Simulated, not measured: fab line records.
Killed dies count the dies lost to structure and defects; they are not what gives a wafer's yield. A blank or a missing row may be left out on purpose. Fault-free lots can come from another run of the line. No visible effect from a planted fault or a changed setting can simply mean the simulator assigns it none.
Chamber matching    flow n5-finfet    cmp-02 running N5_MOL_CONTACT_COAG_CMP_28: 4 sister chambers
The step polishes, stops on SiNx, t overpolish 0.85 s, target thk 14.522 nm. 16 wafers are shown with their chamber, then 8 later ones without.

## WAFERS PAIRED WITH THEIR CHAMBERS
wafer   chamber  motor-current-A (A)  time-to-endpoint-s (s)
L074.2  2        12.9                 7.3
L074.3  3        12.7                 3.8
L074.5  2        13.1                 8.5
L075.3  0        13.3                 5.1
L075.4  3        13.9                 6.9
L075.6  2        12.9                 10.1
L084.4  2        13.3                 6.3
L084.5  2        13.7                 9.3
L084.6  1        11.8                 7.4
L086.1  1        11.2                 7.6
L086.3  2        13.1                 7.8
L086.5  3        13.2                 5.2
L090.1  0        13.6                 4.4
L090.2  3        12.8                 4.6
L090.4  1        11.3                 4.5
L091.4  3        12.8                 5.1

SIGNATURES (means of the wafers above)
reading             chamber 0  chamber 1  chamber 2  chamber 3  scatter within a chamber
motor-current-A     13.450     11.433     13.167     13.080     0.376
time-to-endpoint-s  4.750      6.500      8.217      5.120      1.32
Rule: for each reading, subtract the chamber's mean from the wafer's reading, divide by that reading's scatter and square the result; add these up over the readings and take the root, which gives the wafer's distance from the chamber. If the next closest chamber is less than 2 further off than the closest, the wafer can't be placed; otherwise it belongs to the closest. The scatter is the square root of a quotient: the sum, over the shown wafers, of each reading's squared deviation from its chamber's mean, divided by wafers minus chambers.

## WAFERS MISSING THEIR CHAMBER
wafer   motor-current-A (A)  time-to-endpoint-s (s)
L091.5  12.5                 8.9
L091.6  11.6                 6.5
L095.4  13.4                 10.3
L095.5  13.5                 8.8
L095.6  11.8                 7.9
L097.2  13.4                 4.8
L097.3  11.1                 8.1
L097.5  12.8                 6.2

## WHICH CHAMBER EACH ONE RAN IN
wafer    from the rows above            in truth
L091.5   can't be placed: 2 or 3 or 1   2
L091.6   1                              1
L095.4   2                              2
L095.5   2                              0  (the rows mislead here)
L095.6   1                              1
L097.2   can't be placed: 0 or 3        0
L097.3   1                              1
L097.5   can't be placed: 3 or 2 or 0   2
Correctly placed: 4 of 8. These rows do not allow placing 3 (true chamber among the candidates in 3). 1 placed wrongly.
